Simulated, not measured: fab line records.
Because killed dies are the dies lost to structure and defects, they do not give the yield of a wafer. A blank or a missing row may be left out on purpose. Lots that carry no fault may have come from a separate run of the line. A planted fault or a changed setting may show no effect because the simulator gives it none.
fab line records + flow nandHarc + part 1 of 2: steps 1 to 4 of 6
record
- lots=22
- wafers=66
- lastDay=33
route steps=1302 shown A_STAIRCASE@812 A_SGD_CUT@904
lots untouched by any fault: they come from a run of this same line in which no faults occurred
startH: hours from the record's first day to the start of the lot's first wafer shown + waitH: time in hours since the lot's previous step + " same as the row above + L1.1+2: a single row standing in for several wafers + - no value, or no start given + * or withheld: withheld + < > ~ a bound
route shown NAME@n: a module of which the file shows steps, and the number in the route of the first + usual: mean/standard deviation taken from wafers without a fault + same: alike in all rows + chamber/n: place in a boat + sites: each site's reading + _std_site: standard deviation across them + _edge_site: inner sites' mean taken away from outer sites' mean + radiusMm: how far each site lies from the wafer's centre + mask NAME#n: copy n + behind: the most recent tool/chamber to have shaped the wafer + hold: why the lot went on hold/how many hours it stayed there/how the hold came to an end + device: names the non-switching transistor (n, p or np) + end of line: the route-end tests of the same wafers + where a step has no rows: the recipe by itself + killed: at the first sort, the dies lost to defects and structure; wafer yield is something else + map: shows each die of a wafer: x if killed, . if not, _ if none is there
set.NAME: the setting that was run; set.NAME@STEP: the one run at that earlier step + model.NAME: the simulator's own value behind a step, which no gauge read
route steps across a sampled set of lots; one table per step, one row per wafer
services: a tool's chamber out of use, with start hour (startH, from the record's first day; less than 0 if before it), hours out, and reason
## steps
# step NHARC_A_STAIRCASE_ETCH_294
# recipe
- targetDepthA=49890
- timeS=1211.6
- ionEnergyEv=800
- c4f8FlowSccm=80
- o2FlowSccm=60
- arFlowSccm=withheld
- rfW=600
- biasW=3000
- chemistry=C4F8/O2/Ar
# usual
- oesProductAu=0.931/0.013
- rfVppV=1824/9.6
| lot.wafer | tool       | chamber | startH | waitH | oesProductAu | rfHoursCounterH | rfVppV |
|-----------|------------|---------|--------|-------|--------------|-----------------|--------|
| L077.4    | rieDiel-10 | 0       | -      | -     | 0.920        | 44              | 1827   |
| L077.1    | "          | 1       | "      | "     | 0.941        | 49              | 1824   |
| L077.5    | "          | 0       | "      | "     | 0.935        | -               | 1827   |
| L075.3    | rieDiel-04 | 3       | -      | -     | 0.910        | 12              | 1822   |
| L075.4    | "          | 1       | "      | "     | 0.920        | -               | 1823   |
| L075.5    | "          | 3       | "      | "     | 0.908        | -               | 1824   |
| L074.4    | rieDiel-13 | 1       | -      | -     | 0.947        | 19              | 1827   |
| L074.5    | "          | 0       | "      | "     | 0.950        | -               | 1813   |
| L074.6    | "          | 1       | "      | "     | 0.941        | -               | 1824   |
| L076.3    | rieDiel-13 | 1       | -      | -     | 0.942        | 20              | 1825   |
| L076.4    | "          | 2       | "      | "     | 0.929        | 21              | 1812   |
| L076.5    | "          | 3       | "      | "     | 0.928        | -               | 1826   |
| L079.4    | rieDiel-13 | 3       | -      | -     | 0.929        | 23              | 1827   |
| L079.1    | "          | 0       | "      | "     | 0.944        | 22              | 1814   |
| L079.5    | "          | 2       | "      | "     | 0.950        | -               | 1812   |
| L078.4    | rieDiel-04 | 0       | -      | -     | 0.923        | 25              | 1837   |
| L078.3    | "          | 1       | "      | "     | 0.921        | 25              | 1822   |
| L078.2    | "          | 2       | "      | "     | 0.948        | 18              | 1842   |
| L080.1    | rieDiel-13 | 3       | -      | -     | 0.941        | 30              | 1826   |
| L080.3    | "          | 0       | "      | "     | 0.960        | 30              | 1814   |
| L080.6    | "          | 3       | "      | "     | 0.940        | -               | 1828   |
| L083.1    | rieDiel-10 | 1       | -      | -     | 0.924        | 5               | 1822   |
| L083.2    | "          | 3       | "      | "     | 0.916        | 7               | 1818   |
| L083.6    | "          | 2       | "      | "     | 0.921        | -               | 1848   |
| L082.2    | rieDiel-10 | 3       | -      | -     | 0.927        | 7               | 1819   |
| L082.1    | "          | 0       | "      | "     | 0.914        | 6               | 1827   |
| L082.5    | "          | 0       | "      | "     | 0.909        | -               | 1827   |
| L084.3    | rieDiel-13 | 2       | -      | -     | 0.944        | 51              | 1812   |
| L084.4    | "          | 0       | "      | "     | 0.951        | 49              | 1814   |
| L084.5    | "          | 1       | "      | "     | 0.942        | -               | 1822   |
| L085.4    | rieDiel-10 | 0       | -      | -     | 0.896        | 16              | 1826   |
| L085.1    | "          | 1       | "      | "     | 0.930        | 15              | 1822   |
| L085.6    | "          | 2       | "      | "     | 0.920        | -               | 1845   |
| L086.2    | rieDiel-10 | 0       | -      | -     | 0.896        | 17              | 1824   |
| L086.1    | "          | 2       | "      | "     | 0.920        | 16              | 1847   |
| L086.5    | "          | 0       | "      | "     | 0.900        | -               | 1825   |
| L088.4    | rieDiel-13 | 3       | -      | -     | 0.925        | 62              | 1825   |
| L088.2    | "          | 0       | "      | "     | 0.947        | 62              | 1814   |
| L088.6    | "          | 2       | "      | "     | 0.939        | -               | 1812   |
| L087.4    | rieDiel-04 | 2       | -      | -     | 0.937        | 49              | 1839   |
| L087.3    | "          | 0       | "      | "     | 0.929        | 55              | 1835   |
| L087.5    | "          | 2       | "      | "     | 0.940        | -               | 1840   |
| L089.4    | rieDiel-10 | 0       | -      | -     | 0.908        | 25              | 1825   |
| L089.1    | "          | 3       | "      | "     | 0.920        | 27              | 1817   |
| L089.5    | "          | 0       | "      | "     | 0.915        | -               | 1826   |
| L091.4    | rieDiel-04 | 1       | -      | -     | 0.934        | 0               | 1821   |
| L091.2    | "          | 3       | "      | "     | 0.936        | 0               | 1822   |
| L091.6    | "          | 0       | "      | "     | 0.928        | -               | 1835   |
| L090.1    | rieDiel-10 | 2       | -      | -     | 0.931        | 37              | 1846   |
| L090.4    | "          | 3       | "      | "     | 0.920        | 41              | 1817   |
| L090.5    | "          | 2       | "      | "     | 0.929        | -               | 1845   |
| L092.4    | rieDiel-13 | 1       | -      | -     | 0.951        | 8               | 1820   |
| L092.1    | "          | 3       | "      | "     | 0.928        | 6               | 1825   |
| L092.6    | "          | 2       | "      | "     | 0.971        | -               | 1811   |
| L094.2    | rieDiel-04 | 2       | -      | -     | 0.926        | 9               | 1841   |
| L094.1    | "          | 3       | "      | "     | 0.922        | 12              | 1821   |
| L094.5    | "          | 3       | "      | "     | 0.936        | -               | 1821   |
| L096.2    | rieDiel-13 | 0       | -      | -     | 0.945        | 25              | 1811   |
| L096.3    | "          | 1       | "      | "     | 0.942        | 25              | 1821   |
| L096.5    | "          | 3       | "      | "     | 0.930        | -               | 1824   |
| L095.3    | rieDiel-13 | 1       | -      | -     | 0.934        | 28              | 1821   |
| L095.2    | "          | 3       | "      | "     | 0.927        | 28              | 1824   |
| L095.4    | "          | 3       | "      | "     | 0.924        | -               | 1823   |
| L097.2    | rieDiel-13 | 0       | -      | -     | 0.938        | 28              | 1812   |
| L097.3    | "          | 1       | "      | "     | 0.940        | 29              | 1822   |
| L097.1    | "          | 3       | "      | "     | 0.933        | 29              | 1824   |
# step NHARC_A_STAIRCASE_STRIP_295
# recipe
- o2FlowSccm=500
- arFlowSccm=0
- biasW=0
- chemistry=O2
# usual
- drypumpMotorCurrentA=5.7/0.59
- mfcArSccm=0.006/0.01
- oesProductAu=0.999/0.013
- rfVppV=57.6/0.87
- showerheadPlenumPTorr=3.49/0.13
- throttleValvePct=17.037/0.009
| lot.wafer | tool       | chamber | startH | waitH | drypumpMotorCurrentA | mfcArSccm | oesProductAu | rfHoursCounterH | rfVppV | showerheadPlenumPTorr | throttleValvePct |
|-----------|------------|---------|--------|-------|----------------------|-----------|--------------|-----------------|--------|-----------------------|------------------|
| L077.1    | rieDiel-10 | 3       | -      | -     | 5.3                  | 0         | 0.998        | 44              | 58.4   | 3.42                  | 17.035           |
| L077.4    | "          | 1       | "      | "     | 5.1                  | 0.009     | 0.997        | 50              | 56.5   | 3.49                  | 17.033           |
| L077.5    | "          | 2       | "      | "     | 6.3                  | 0         | 0.992        | -               | 56.0   | 3.29                  | 17.036           |
| L075.3    | rieDiel-04 | 1       | -      | -     | 4.8                  | 0         | 1.000        | 19              | 57.9   | 3.48                  | 17.031           |
| L075.5    | "          | 0       | "      | "     | 4.9                  | 0.031     | 0.986        | -               | 57.8   | 3.67                  | 17.035           |
| L075.4    | "          | 1       | "      | "     | 4.8                  | 0         | 1.005        | -               | 59.6   | 3.48                  | 17.022           |
| L074.4    | rieDiel-13 | 1       | -      | -     | 5.7                  | 0         | 1.008        | 19              | 57.3   | 3.50                  | 17.024           |
| L074.5    | "          | 0       | "      | "     | 5.9                  | 0         | 1.007        | -               | 57.6   | 3.37                  | 17.038           |
| L074.6    | "          | 1       | "      | "     | 5.7                  | 0         | 1.010        | -               | 57.5   | 3.50                  | 17.043           |
| L076.3    | rieDiel-13 | 2       | -      | -     | 5.1                  | 0         | 1.012        | 21              | 57.8   | 3.34                  | 17.010           |
| L076.4    | "          | 1       | "      | "     | 5.7                  | 0         | 1.018        | 20              | 57.5   | 3.50                  | 17.042           |
| L076.5    | "          | 3       | "      | "     | 6.6                  | 0         | 0.990        | -               | 58.9   | 3.53                  | 17.021           |
| L079.1    | rieDiel-13 | 3       | -      | -     | 6.6                  | 0         | 0.999        | 23              | 57.8   | 3.52                  | 17.036           |
| L079.4    | "          | 0       | "      | "     | 5.9                  | 0         | 1.012        | 22              | 58.3   | 3.37                  | 17.037           |
| L079.5    | "          | 3       | "      | "     | 6.6                  | 0         | 1.007        | -               | 59.1   | 3.52                  | 17.038           |
| L078.3    | rieDiel-04 | 3       | -      | -     | 6.0                  | 0.002     | 0.975        | 20              | 58.3   | 3.48                  | 17.026           |
| L078.2    | "          | 0       | "      | "     | 4.8                  | 0.031     | 0.982        | 25              | 58.6   | 3.67                  | 17.025           |
| L078.4    | "          | 1       | "      | "     | 4.8                  | 0         | 0.993        | 26              | 57.8   | 3.48                  | 17.056           |
| L080.3    | rieDiel-13 | 1       | -      | -     | 5.7                  | 0         | 1.016        | 31              | 58.4   | 3.50                  | 17.028           |
| L080.1    | "          | 2       | "      | "     | 5.1                  | 0         | 1.017        | 31              | 57.0   | 3.34                  | 17.012           |
| L080.6    | "          | 1       | "      | "     | 5.7                  | 0         | 1.015        | -               | 57.6   | 3.50                  | 17.044           |
| L083.1    | rieDiel-10 | 0       | -      | -     | 6.4                  | 0.018     | 0.959        | 7               | 58.7   | 3.52                  | 17.026           |
| L083.2    | "          | 2       | "      | "     | 6.3                  | 0         | 0.982        | 7               | 58.5   | 3.80                  | 17.042           |
| L083.6    | "          | 3       | "      | "     | 5.3                  | 0         | 0.983        | -               | 58.4   | 3.41                  | 17.039           |
| L082.2    | rieDiel-10 | 2       | -      | -     | 6.3                  | 0         | 0.987        | 7               | 55.9   | 3.80                  | 17.049           |
| L082.1    | "          | 3       | "      | "     | 5.3                  | 0         | 0.997        | 8               | 57.8   | 3.41                  | 17.049           |
| L082.5    | "          | 2       | "      | "     | 6.3                  | 0         | 0.991        | -               | 59.5   | 3.80                  | 17.039           |
| L084.4    | rieDiel-13 | 2       | -      | -     | 5.0                  | 0         | 1.027        | 52              | 57.7   | 3.32                  | 17.040           |
| L084.3    | "          | 3       | "      | "     | 6.6                  | 0         | 0.978        | 52              | 59.2   | 3.51                  | 17.039           |
| L084.5    | "          | 1       | "      | "     | 5.7                  | 0         | 1.010        | -               | 59.3   | 3.49                  | 17.045           |
| L085.1    | rieDiel-10 | 0       | -      | -     | 6.3                  | 0.018     | 0.969        | 16              | 57.7   | 3.52                  | 17.041           |
| L085.4    | "          | 1       | "      | "     | 5.1                  | 0.009     | 0.990        | 16              | 56.7   | 3.48                  | 17.041           |
| L085.6    | "          | 3       | "      | "     | 5.3                  | 0         | 0.998        | -               | 57.0   | 3.41                  | 17.042           |
| L086.2    | rieDiel-10 | 2       | -      | -     | 6.3                  | 0         | 0.991        | 16              | 57.3   | 3.80                  | 17.049           |
| L086.1    | "          | 0       | "      | "     | 6.3                  | 0.018     | 0.978        | 18              | 56.4   | 3.52                  | 17.041           |
| L086.5    | "          | 1       | "      | "     | 5.0                  | 0.009     | 0.997        | -               | 57.2   | 3.48                  | 17.028           |
| L088.2    | rieDiel-13 | 1       | -      | -     | 5.7                  | 0         | 1.004        | 62              | 58.0   | 3.48                  | 17.025           |
| L088.4    | "          | 2       | "      | "     | 5.1                  | 0         | 1.010        | 63              | 58.3   | 3.32                  | 17.015           |
| L088.6    | "          | 1       | "      | "     | 5.7                  | 0         | 1.018        | -               | 57.7   | 3.48                  | 17.042           |
| L087.4    | rieDiel-04 | 0       | -      | -     | 4.8                  | 0.031     | 0.990        | 55              | 57.9   | 3.65                  | 17.050           |
| L087.3    | "          | 1       | "      | "     | 4.8                  | 0         | 0.982        | 55              | 57.9   | 3.46                  | 17.043           |
| L087.5    | "          | 3       | "      | "     | 5.9                  | 0.002     | 0.999        | -               | 58.5   | 3.46                  | 17.042           |
| L089.4    | rieDiel-10 | 1       | -      | -     | 5.0                  | 0.009     | 1.004        | 25              | 56.0   | 3.47                  | 17.050           |
| L089.1    | "          | 2       | "      | "     | 6.3                  | 0         | 1.008        | 26              | 58.6   | 3.79                  | 17.049           |
| L089.5    | "          | 1       | "      | "     | 5.1                  | 0.009     | 0.992        | -               | 56.0   | 3.47                  | 17.046           |
| L091.2    | rieDiel-04 | 1       | -      | -     | 4.8                  | 0         | 1.011        | 1               | 57.3   | 3.46                  | 17.039           |
| L091.4    | "          | 2       | "      | "     | 6.3                  | 0.025     | 1.003        | 1               | 56.7   | 3.71                  | 17.027           |
| L091.6    | "          | 0       | "      | "     | 4.9                  | 0.031     | 1.003        | -               | 56.8   | 3.65                  | 17.037           |
| L090.1    | rieDiel-10 | 0       | -      | -     | 6.3                  | 0.018     | 0.985        | 39              | 58.1   | 3.50                  | 17.057           |
| L090.4    | "          | 1       | "      | "     | 5.1                  | 0.009     | 0.986        | 34              | 58.4   | 3.47                  | 17.022           |
| L090.5    | "          | 3       | "      | "     | 5.3                  | 0         | 0.989        | -               | 57.8   | 3.39                  | 17.035           |
| L092.4    | rieDiel-13 | 1       | -      | -     | 5.7                  | 0         | 1.005        | 9               | 57.6   | 3.47                  | 17.051           |
| L092.1    | "          | 2       | "      | "     | 5.0                  | 0         | 1.019        | 7               | 57.7   | 3.31                  | 17.025           |
| L092.6    | "          | 1       | "      | "     | 5.7                  | 0         | 1.005        | -               | 57.1   | 3.47                  | 17.025           |
| L094.1    | rieDiel-04 | 1       | -      | -     | 4.8                  | 0         | 1.007        | 10              | 57.2   | 3.46                  | 17.040           |
| L094.2    | "          | 0       | "      | "     | 4.9                  | 0.031     | 1.004        | 12              | 58.7   | 3.64                  | 17.035           |
| L094.5    | "          | 2       | "      | "     | 6.3                  | 0.025     | 1.000        | -               | 58.0   | 3.70                  | 17.029           |
| L096.2    | rieDiel-13 | 1       | -      | -     | 5.8                  | 0         | 1.001        | 27              | 57.8   | 3.46                  | 17.057           |
| L096.3    | "          | 3       | "      | "     | 6.6                  | 0         | 1.000        | 27              | 57.0   | 3.49                  | 17.033           |
| L096.5    | "          | 0       | "      | "     | 5.8                  | 0         | 0.995        | -               | 58.0   | 3.33                  | 17.035           |
| L095.3    | rieDiel-13 | 1       | -      | -     | 5.7                  | 0         | 1.002        | 28              | 57.6   | 3.46                  | 17.047           |
| L095.2    | "          | 0       | "      | "     | 5.9                  | 0         | 1.009        | 28              | 57.3   | 3.33                  | 17.040           |
| L095.4    | "          | 3       | "      | "     | 6.6                  | 0         | 1.010        | -               | 59.0   | 3.49                  | 17.032           |
| L097.3    | rieDiel-13 | 1       | -      | -     | 5.7                  | 0         | 1.005        | 29              | 56.9   | 3.46                  | 17.030           |
| L097.1    | "          | 3       | "      | "     | 6.6                  | 0         | 1.007        | 29              | 57.3   | 3.48                  | 17.037           |
| L097.2    | "          | 0       | "      | "     | 5.9                  | 0         | 0.996        | 29              | 56.7   | 3.33                  | 17.042           |
# step NHARC_A_STAIRCASE_DEP_322
# recipe
- targetThkA=72000
- tempC=400
- targetThkNm=7200
- teosFlowSccm=200
- rfW=500
- material=SiO2
# usual
- heaterPowerW=708/100
| lot.wafer | tool     | chamber | startH | waitH | heaterPowerW |
|-----------|----------|---------|--------|-------|--------------|
| L075.3    | pecvd-01 | 2       | 431.23 | 0.1   | 880          |
| L075.4    | "        | 0       | "      | "     | 624          |
| L075.5    | "        | 1       | "      | "     | 622          |
| L077.1    | pecvd-04 | 1       | 431.41 | 0.3   | 825          |
| L077.4    | "        | 2       | "      | "     | 544          |
| L077.5    | "        | 0       | "      | "     | 745          |
| L074.4    | pecvd-02 | 1       | 431.76 | 0.6   | 662          |
| L074.6    | "        | 2       | "      | "     | 644          |
| L074.5    | "        | 0       | "      | "     | 615          |
| L076.3    | pecvd-04 | 1       | 431.79 | 0.6   | 836          |
| L076.5    | "        | 2       | "      | "     | 556          |
| L076.4    | "        | 0       | "      | "     | 752          |
| L079.1    | pecvd-01 | 1       | 449.32 | 0.2   | 783          |
| L079.4    | "        | 1       | "      | "     | 602          |
| L079.5    | "        | 2       | "      | "     | 776          |
| L078.3    | pecvd-04 | 1       | 449.32 | 0.2   | 861          |
| L078.2    | "        | 2       | "      | "     | 654          |
| L078.4    | "        | 2       | "      | "     | 550          |
| L080.3    | pecvd-02 | 0       | 473.92 | 0.1   | 694          |
| L080.1    | "        | 2       | "      | "     | 660          |
| L080.6    | "        | 0       | "      | "     | 583          |
| L082.1    | pecvd-02 | 2       | 486.58 | 0.1   | 654          |
| L082.2    | "        | 1       | "      | "     | 774          |
| L082.5    | "        | 2       | "      | "     | 656          |
| L083.1    | pecvd-01 | 2       | 486.58 | 0.1   | 941          |
| L083.2    | "        | 1       | "      | "     | 639          |
| L083.6    | "        | 2       | "      | "     | 790          |
| L084.3    | pecvd-02 | 1       | 513.34 | 0.1   | 825          |
| L084.5    | "        | 1       | "      | "     | 685          |
| L084.4    | "        | 2       | "      | "     | 648          |
| L086.1    | pecvd-04 | 2       | 520.26 | 0.1   | 644          |
| L086.2    | "        | 0       | "      | "     | 863          |
| L086.5    | "        | 1       | "      | "     | 696          |
| L085.1    | pecvd-01 | 1       | 520.36 | 0.2   | 796          |
| L085.6    | "        | 0       | "      | "     | 564          |
| L085.4    | "        | 1       | "      | "     | 627          |
| L088.2    | pecvd-01 | 1       | 546.37 | 0.2   | 752          |
| L088.6    | "        | 1       | "      | "     | 651          |
| L088.4    | "        | 2       | "      | "     | 812          |
| L089.1    | pecvd-04 | 0       | 551.56 | 0.1   | 830          |
| L089.4    | "        | 0       | "      | "     | 750          |
| L089.5    | "        | 2       | "      | "     | 588          |
| L087.3    | pecvd-01 | 0       | 551.56 | 0.1   | 670          |
| L087.5    | "        | 0       | "      | "     | 581          |
| L087.4    | "        | 2       | "      | "     | 802          |
| L090.1    | pecvd-02 | 2       | 569.22 | 0.2   | 715          |
| L090.5    | "        | 1       | "      | "     | 658          |
| L090.4    | "        | 2       | "      | "     | 660          |
| L091.2    | pecvd-04 | 0       | 569.29 | 0.3   | 777          |
| L091.4    | "        | 2       | "      | "     | 570          |
| L091.6    | "        | 0       | "      | "     | 717          |
| L092.1    | pecvd-01 | 1       | 574.07 | 0.1   | 802          |
| L092.4    | "        | 1       | "      | "     | 638          |
| L092.6    | "        | 2       | "      | "     | 827          |
| L094.1    | pecvd-04 | 0       | 611.15 | 0.1   | 853          |
| L094.2    | "        | 1       | "      | "     | 827          |
| L094.5    | "        | 0       | "      | "     | 737          |
| L096.2    | pecvd-02 | 1       | 631.23 | 0.1   | 766          |
| L096.3    | "        | 2       | "      | "     | 729          |
| L096.5    | "        | 1       | "      | "     | 640          |
| L095.3    | pecvd-02 | 0       | 631.88 | 0.7   | 646          |
| L095.2    | "        | 1       | "      | "     | 700          |
| L095.4    | "        | 2       | "      | "     | 609          |
| L097.1    | pecvd-02 | 1       | 638.34 | 0.1   | 726          |
| L097.2    | "        | 2       | "      | "     | 698          |
| L097.3    | "        | 0       | "      | "     | 593          |
# step NHARC_A_STAIRCASE_ETCHBACK_422
# recipe
- targetDepthA=400
- overEtchFrac=0.3
- timeS=74.286
- ionEnergyEv=120
- ch3fFlowSccm=50
- o2FlowSccm=30
- arFlowSccm=200
- rfW=500
- biasW=100
- chemistry=CH3F/O2
# usual
- drypumpMotorCurrentA=5.6/0.61
- mfcArSccm=199.9/0.55
- oesProductAu=0.95/0.037
- rfVppV=244.1/1.6
- showerheadPlenumPTorr=2.44/0.096
- throttleValvePct=20.664/0.0095
| lot.wafer | tool       | chamber | startH | waitH | drypumpMotorCurrentA | mfcArSccm | oesProductAu | rfHoursCounterH | rfVppV | showerheadPlenumPTorr | throttleValvePct |
|-----------|------------|---------|--------|-------|----------------------|-----------|--------------|-----------------|--------|-----------------------|------------------|
| L074.4    | rieDiel-04 | 1       | 454.96 | 0.1   | 4.8                  | 199.9     | 0.91         | 33              | 242.8  | 2.42                  | 20.663           |
| L074.5    | "          | 1       | "      | "     | 4.8                  | 199.0     | 0.91         | -               | 243.2  | 2.42                  | 20.665           |
| L074.6    | "          | 2       | "      | "     | 6.3                  | 200.3     | 0.93         | -               | 246.9  | 2.60                  | 20.689           |
| L075.4    | rieDiel-04 | 0       | 458.18 | 0.1   | 4.9                  | 200.0     | 0.92         | 33              | 243.5  | 2.55                  | 20.648           |
| L075.3    | "          | 2       | "      | "     | 6.3                  | 199.4     | 0.92         | 26              | 246.6  | 2.60                  | 20.651           |
| L075.5    | "          | 0       | "      | "     | 4.9                  | 200.1     | 0.92         | -               | 246.2  | 2.56                  | 20.666           |
| L077.1    | rieDiel-10 | 3       | 461.09 | 0.1   | 5.3                  | 200.1     | 0.99         | 8               | 242.9  | 2.37                  | 20.673           |
| L077.4    | "          | 0       | "      | "     | 6.3                  | 199.9     | 0.97         | 7               | 244.4  | 2.45                  | 20.649           |
| L077.5    | "          | 0       | "      | "     | 6.3                  | 200.4     | 0.97         | -               | 244.2  | 2.45                  | 20.654           |
| L076.3    | rieDiel-13 | 1       | 463.86 | 0.1   | 5.8                  | 200.6     | 1.02         | 42              | 245.3  | 2.43                  | 20.684           |
| L076.4    | "          | 3       | "      | "     | 6.6                  | 200.6     | 0.99         | 46              | 243.5  | 2.45                  | 20.669           |
| L076.5    | "          | 1       | "      | "     | 5.7                  | 199.9     | 1.02         | -               | 243.1  | 2.43                  | 20.676           |
| L078.4    | rieDiel-04 | 3       | 470.66 | 0.1   | 5.9                  | 200.2     | 0.98         | 33              | 244.7  | 2.42                  | 20.658           |
| L078.3    | "          | 0       | "      | "     | 4.9                  | 199.1     | 1.00         | 38              | 246.6  | 2.55                  | 20.675           |
| L078.2    | "          | 1       | "      | "     | 4.8                  | 200.1     | 1.00         | 40              | 244.3  | 2.42                  | 20.657           |
| L079.1    | rieDiel-13 | 0       | 470.69 | 0.1   | 5.9                  | 200.3     | 0.93         | 45              | 241.9  | 2.33                  | 20.670           |
| L079.4    | "          | 2       | "      | "     | 5.1                  | 199.6     | 0.93         | 49              | 242.2  | 2.31                  | 20.646           |
| L079.5    | "          | 1       | "      | "     | 5.8                  | 199.8     | 0.94         | -               | 243.8  | 2.43                  | 20.666           |
| L080.3    | rieDiel-13 | 1       | 498.52 | 0.2   | 5.7                  | 200.7     | 0.95         | 57              | 243.0  | 2.42                  | 20.666           |
| L080.1    | "          | 2       | "      | "     | 5.1                  | 199.6     | 0.95         | 57              | 241.5  | 2.31                  | 20.657           |
| L080.6    | "          | 0       | "      | "     | 5.8                  | 199.3     | 0.94         | -               | 241.5  | 2.33                  | 20.653           |
| L083.1    | rieDiel-13 | 0       | 515.29 | 0.1   | 5.9                  | 199.6     | 0.95         | 62              | 242.7  | 2.33                  | 20.641           |
| L083.2    | "          | 3       | "      | "     | 6.6                  | 199.5     | 0.92         | 63              | 243.4  | 2.44                  | 20.659           |
| L083.6    | "          | 1       | "      | "     | 5.7                  | 199.4     | 0.94         | -               | 244.3  | 2.42                  | 20.667           |
| L082.1    | rieDiel-04 | 3       | 515.61 | 0.1   | 5.9                  | 201.1     | 0.91         | 52              | 244.8  | 2.41                  | 20.669           |
| L082.2    | "          | 1       | "      | "     | 4.8                  | 200.4     | 0.92         | 54              | 242.8  | 2.41                  | 20.672           |
| L082.5    | "          | 2       | "      | "     | 6.3                  | 200.0     | 0.92         | -               | 246.8  | 2.59                  | 20.661           |
| L084.4    | rieDiel-13 | 2       | 535.56 | 0.1   | 5.1                  | 199.5     | 1.02         | 1               | 242.9  | 2.31                  | 20.668           |
| L084.3    | "          | 1       | "      | "     | 5.7                  | 200.7     | 1.01         | 2               | 243.2  | 2.42                  | 20.662           |
| L084.5    | "          | 3       | "      | "     | 6.6                  | 200.2     | 1.00         | -               | 244.0  | 2.44                  | 20.667           |
| L085.4    | rieDiel-04 | 2       | 543.57 | 0.1   | 6.3                  | 199.7     | 1.00         | 1               | 246.2  | 2.59                  | 20.654           |
| L085.1    | "          | 3       | "      | "     | 5.9                  | 198.9     | 0.99         | 1               | 242.3  | 2.41                  | 20.657           |
| L085.6    | "          | 2       | "      | "     | 6.3                  | 199.2     | 0.99         | -               | 247.3  | 2.59                  | 20.666           |
| L086.2    | rieDiel-04 | 1       | 544.21 | 0.1   | 4.8                  | 200.2     | 1.01         | 1               | 244.8  | 2.41                  | 20.673           |
| L086.1    | "          | 2       | "      | "     | 6.3                  | 199.8     | 1.00         | 1               | 246.5  | 2.59                  | 20.670           |
| L086.5    | "          | 1       | "      | "     | 4.8                  | 200.1     | 1.01         | -               | 244.4  | 2.41                  | 20.664           |
| L088.4    | rieDiel-10 | 2       | 570.38 | 0.1   | 6.3                  | 200.3     | 0.91         | 44              | 246.7  | 2.64                  | 20.652           |
| L088.2    | "          | 3       | "      | "     | 5.3                  | 200.4     | 0.91         | 49              | 242.9  | 2.36                  | 20.652           |
| L088.6    | "          | 1       | "      | "     | 5.1                  | 200.3     | 0.91         | -               | 242.4  | 2.41                  | 20.673           |
| L089.1    | rieDiel-04 | 3       | 570.51 | 0.1   | 6.0                  | 201.0     | 0.97         | 9               | 242.6  | 2.40                  | 20.664           |
| L089.4    | "          | 0       | "      | "     | 4.9                  | 199.2     | 0.98         | 9               | 245.1  | 2.54                  | 20.654           |
| L089.5    | "          | 3       | "      | "     | 6.0                  | 200.2     | 0.97         | -               | 242.8  | 2.40                  | 20.655           |
| L087.4    | rieDiel-10 | 2       | 570.87 | 0.3   | 6.2                  | 200.2     | 0.92         | 44              | 247.7  | 2.64                  | 20.667           |
| L087.3    | "          | 3       | "      | "     | 5.3                  | 200.3     | 0.92         | 49              | 243.2  | 2.36                  | 20.656           |
| L087.5    | "          | 0       | "      | "     | 6.3                  | 201.0     | 0.89         | -               | 244.2  | 2.44                  | 20.663           |
| L091.4    | rieDiel-04 | 0       | 599.90 | 0.1   | 4.8                  | 200.4     | 0.93         | 23              | 245.4  | 2.53                  | 20.659           |
| L091.2    | "          | 2       | "      | "     | 6.2                  | 200.3     | 0.91         | 18              | 247.8  | 2.58                  | 20.671           |
| L091.6    | "          | 0       | "      | "     | 4.8                  | 200.1     | 0.93         | -               | 244.0  | 2.54                  | 20.664           |
| L090.1    | rieDiel-04 | 1       | 600.07 | 0.1   | 4.8                  | 199.6     | 1.00         | 20              | 243.5  | 2.40                  | 20.658           |
| L090.4    | "          | 2       | "      | "     | 6.3                  | 198.9     | 0.99         | 18              | 244.5  | 2.58                  | 20.645           |
| L090.5    | "          | 2       | "      | "     | 6.3                  | 199.4     | 1.00         | -               | 245.9  | 2.58                  | 20.670           |
| L092.4    | rieDiel-04 | 3       | 600.43 | 0.3   | 5.9                  | 199.4     | 0.94         | 22              | 241.1  | 2.40                  | 20.666           |
| L092.1    | "          | 2       | "      | "     | 6.3                  | 200.5     | 0.93         | 19              | 246.4  | 2.58                  | 20.670           |
| L092.6    | "          | 3       | "      | "     | 5.9                  | 199.9     | 0.93         | -               | 244.3  | 2.40                  | 20.654           |
| L094.2    | rieDiel-13 | 2       | 635.17 | 0.1   | 5.1                  | 198.5     | 0.93         | 31              | 243.5  | 2.30                  | 20.659           |
| L094.1    | "          | 3       | "      | "     | 6.6                  | 200.0     | 0.91         | 34              | 244.0  | 2.43                  | 20.657           |
| L094.5    | "          | 3       | "      | "     | 6.6                  | 200.3     | 0.92         | -               | 242.9  | 2.43                  | 20.661           |
| L096.3    | rieDiel-13 | 1       | 656.32 | 0.1   | 5.7                  | 199.8     | 0.92         | 40              | 243.7  | 2.41                  | 20.662           |
| L096.2    | "          | 0       | "      | "     | 5.9                  | 199.7     | 0.92         | 40              | 243.2  | 2.31                  | 20.666           |
| L096.5    | "          | 1       | "      | "     | 5.7                  | 200.7     | 0.92         | -               | 244.0  | 2.41                  | 20.650           |
| L095.4    | rieDiel-10 | 3       | 656.53 | 0.1   | 5.2                  | 200.1     | 1.00         | 17              | 243.7  | 2.35                  | 20.679           |
| L095.3    | "          | 1       | "      | "     | 5.1                  | 199.4     | 1.00         | 17              | 243.0  | 2.40                  | 20.667           |
| L095.2    | "          | 2       | "      | "     | 6.3                  | 199.7     | 0.98         | 17              | 246.9  | 2.63                  | 20.667           |
| L097.1    | rieDiel-04 | 1       | 662.86 | 0.1   | 4.8                  | 199.9     | 0.99         | 46              | 243.3  | 2.39                  | 20.664           |
| L097.2    | "          | 3       | "      | "     | 6.0                  | 199.9     | 1.00         | 42              | 242.3  | 2.39                  | 20.658           |
| L097.3    | "          | 0       | "      | "     | 4.8                  | 200.2     | 0.99         | 48              | 243.9  | 2.52                  | 20.664           |
